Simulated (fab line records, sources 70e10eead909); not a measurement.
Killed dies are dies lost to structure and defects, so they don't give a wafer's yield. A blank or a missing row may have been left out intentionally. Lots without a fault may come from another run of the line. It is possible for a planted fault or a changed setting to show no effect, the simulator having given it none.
Struck lot and sound lot, side by side | flow nand-harc | 40 steps out of a route of 1159
Sound: wafers L764.1, L764.4, L764.5. Struck: wafer L783.1 (L783.2, L783.5, from the same lot, were not struck and are left out); the cause is given at the end.
Per side, at each step with rows, come the tool, then ch with its chambers, and then its first start. Under that, the readings that differ: sound wafers | struck wafers | difference of the means | sigmas: that difference in standard deviations of wafers without a fault.
alike: same words and numbers on both sides, and readings whose means sit less than 2 such deviations apart. not compared: any withheld reading, any reading some wafer has no value for, any bound like >300 that may hide the same value, and any number with overlapping values for which the record gives no deviation.
Wherever a step has rows on one side only, a row that says differs or no value, or a row with sigmas, the two part there. When numbers do not overlap yet have no deviation, they are printed without sigmas and do not part them. A reading missing from all wafers of one side parts the sides only when that side holds two or more wafers.

NHARC_A_BONDPAD_OVL_MEAS_35:
  sound on overlay-02 at day 18 04:37; struck on overlay-02 at day 22 14:35
  reading           | sound    | struck | difference | sigmas
  overlay-x-nm (nm) | -3 -3 -3 | 16     | +19        | +3
  overlay-y-nm (nm) | 3 3 4    | -8     | -11        | -2
then, 3 steps without rows for these wafers: NHARC_A_BONDPAD_HARDBAKE_10 (time 65 s); NHARC_A_BONDPAD_DESCUM_11 (chemistry O2, time 3 s); NHARC_A_BONDPAD_ETCH_34 (etches the open film in N2/H2, target depth 60 nm, overetch 18 nm, time 65.91 s).
NHARC_A_BONDPAD_ETCH_12: etches the open film in CHF3/O2, target depth 220 nm, time 110 s.
  sound: rie-diel-03 ch 0,1; struck: rie-diel-06 ch 3
  reading               | sound             | struck | difference | sigmas
  oes-product-au (a.u.) | 0.954 0.963 0.959 | 0.915  | -0.044     | -2
  alike: chamber-pressure-mTorr, drypump-motor-current-A, rf-vpp-V, showerhead-plenum-p-Torr, throttle-valve-pct
  not compared: rf-hours-counter-h
NHARC_A_BONDPAD_CD_MEAS_13:
  sound on cd-sem-03 at day 18 05:03; struck on cd-sem-03 at day 22 15:30
  alike: cd-nm
NHARC_A_BONDPAD_STRIP_15: strips in O2.
  sound on rie-diel-03 ch 0,2, day 18 05:08; struck on rie-diel-03 ch 1, day 22 15:35
  alike: chamber-pressure-mTorr, drypump-motor-current-A, oes-product-au, rf-vpp-V, showerhead-plenum-p-Torr, throttle-valve-pct
  not compared: rf-hours-counter-h
then, 3 steps without rows for these wafers: NHARC_A_BONDPAD_ETCH_24 (etches the open film in CF4/N2, target depth 30 nm, time 72.99 s); NHARC_A_BONDPAD_STRIP_16 (strips in post etch residue remover, time 600 s); NHARC_A_BONDPAD_DEGAS_25 (time 60 s).
NHARC_A_BONDPAD_PRE_CLEAN_26: time 30 s.
  sound on pvd-sputter-02; struck on pvd-sputter-03
  alike: heater-power-w
then, 1 step without rows for these wafers: NHARC_A_BONDPAD_PVD_17 (deposits TaN, target thk 5 nm, time 8.06 s).
NHARC_A_BONDPAD_PVD_27: deposits Cu, target thk 30 nm, time 20.49 s.
  sound on pvd-sputter-02 at day 18 05:56; struck on pvd-sputter-03 at day 22 16:22
  alike: throttle-valve-pct
then, 4 steps without rows for these wafers: NHARC_A_BONDPAD_ECD_18 (material Cu, target thk 400 nm); NHARC_A_BONDPAD_ANNEAL_28 (time 90 s); NHARC_A_BONDPAD_CMP_19 (polishes, t overpolish 30 s, cu recess touch 16 s, target thk 169.8 nm); NHARC_A_BONDPAD_SRD_21 (time 30 s, dry time 20 s).
NHARC_A_BONDPAD_INSPECT_23:
  sound on defect-inspect-02 at day 18 07:20; struck on defect-inspect-02 at day 22 17:47
  alike: raw-defect-count
NHARC_HYBRID_BOND_ACTIVATE_00: chemistry N2, time 60 s.
  the record has rows for the sound wafers here (rie-diel-08 ch 0,1, day 18 07:25) and none for the struck ones
then, 4 steps without rows for these wafers: NHARC_HYBRID_BOND_PRECLEAN_01 (cleans in DIW, time 300 s); NHARC_HYBRID_BOND_SRD_02 (time 30 s, dry time 20 s); NHARC_HYBRID_BOND_BOND_03; NHARC_HYBRID_BOND_ANNEAL_04 (time 7200 s).
NHARC_HYBRID_BOND_OVL_MEAS_05:
  the record has rows for the sound wafers here (overlay-01, day 18 17:13) and none for the struck ones
NHARC_HYBRID_BOND_INSPECT_06: inspects for defects (ir void).
  the record has rows for the sound wafers here (defect-inspect-02, day 18 17:16) and none for the struck ones
then, 2 steps without rows for these wafers: NHARC_THIN_TSV_GRIND_00; NHARC_THIN_TSV_CMP_01 (polishes).
NHARC_THIN_TSV_THK_MEAS_02: measures by ir.
  the record has rows for the sound wafers here (film-metro-02, day 21 13:11) and none for the struck ones
then, 3 steps without rows for these wafers: NHARC_THIN_TSV_SRD_03; NHARC_THIN_TSV_PRECLEAN_41 (cleans in SC1); NHARC_THIN_TSV_SRD_42.
NHARC_THIN_TSV_DEP_43: deposits SiO2, target thk 1328.5 nm.
  the record has rows for the sound wafers here (pecvd-03 ch 1,2, day 21 13:29) and none for the struck ones
then, 7 steps without rows for these wafers: NHARC_THIN_TSV_DEHYDRATE_04 (time 120 s); NHARC_THIN_TSV_HMDS_05 (time 30 s); NHARC_THIN_TSV_COAT_06; NHARC_THIN_TSV_SOFTBAKE_07 (time 95 s); NHARC_THIN_TSV_EBR_08; NHARC_THIN_TSV_EXPOSE_09 (exposes mask TSV); NHARC_THIN_TSV_PEB_10 (peb time 85 s).
-- jump in the record: it breaks off in module THIN_TSV and resumes in module END (first step shown: number 1159 of the route), and 3 days separate the struck wafers' starts before and after --
NHARC_END_SORT_01:
  sound on prober-02 ch 0, day 22 09:10; struck on prober-01 ch 0, day 25 07:23
  reading                  | sound          | struck | difference | sigmas
  defect-limited-yield (%) | 95.3 95.1 95.1 | 0      | -95        | -59
  killed-at-array          | 28 30 30       | 671    | +642       | +58
  killed-dies              | 32 33 33       | 677    | +644       | +59
  sort_bin_2_pct (%)       | 1.2 1.5 1.9    | 95.4   | +93.9      | +99 or more
  sort-n-pass              | 645 644 644    | 0      | -644       | -59
  sort-rim-yield-pct (%)   | 96 92 94       | 0      | -94        | -28
  sort-yield-pct (%)       | 95.3 95.1 95.1 | 0      | -95        | -59
  alike: killed-at-other, killed-at-periphery, killed-open, killed-short, sort_bin_3_pct, sort_bin_4_pct

WHERE THEY PART
Last at NHARC_END_SORT_01 as far as this record goes, first at NHARC_A_BONDPAD_OVL_MEAS_35.

WHY: what had been put in by the simulator
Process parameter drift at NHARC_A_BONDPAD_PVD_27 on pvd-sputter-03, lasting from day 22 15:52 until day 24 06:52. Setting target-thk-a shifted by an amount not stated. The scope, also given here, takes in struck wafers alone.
